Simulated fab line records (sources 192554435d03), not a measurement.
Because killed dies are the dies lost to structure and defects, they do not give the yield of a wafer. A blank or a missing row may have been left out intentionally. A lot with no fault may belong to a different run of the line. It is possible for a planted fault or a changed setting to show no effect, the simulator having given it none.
Matching of chambers    flow n5 finfet    ald metal-01 running N5_BEOL_M10_ALD_74: 4 sister chambers
The step deposits TaN, target thk 2 nm, pulse time 2 s, purge time 3 s. 4 wafers are shown with their chamber, then 10 later ones without.

== EACH WAFER AND ITS CHAMBER ==
wafer   chamber  heater power w (W)
L086.1  0        429
L086.5  1        344
L088.1  3        375
L088.5  2        343

== WAFERS WITH NO CHAMBER GIVEN ==
wafer   heater power w (W)
L088.6  388
L091.4  371
L091.5  431
L091.6  379
L092.1  351
L092.2  430
L092.4  345
L096.1  357
L096.4  419
L096.5  340

== CHAMBER TAKEN BY EACH ==
wafer   from the rows above           in truth
L088.6  3                             3
L091.4  3                             3
L091.5  0                             0
L091.6  3                             3
L092.1  can't be placed: 1 or 2       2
L092.2  0                             0
L092.4  can't be placed: 1 or 2       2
L096.1  can't be placed: 1 or 2 or 3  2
L096.4  0                             0
L096.5  can't be placed: 2 or 1       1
Correctly placed: 6 of 10. These rows do not allow placing 4 (true chamber among the candidates in 4). Wrongly placed: 0.
How it was worked out, from the rows above alone: a wafer's distance from a chamber is the root of the sum, over the readings, of the square of ((its reading less the chamber's mean) divided by the reading's scatter). If the next closest chamber is less than 2 further off than the closest, the wafer can't be placed; otherwise it belongs to the closest. A chamber's mean is the mean of its shown wafers. The scatter: with one shown wafer a chamber, the root of the mean of the squares of how far each hidden wafer lies from its nearest shown one.
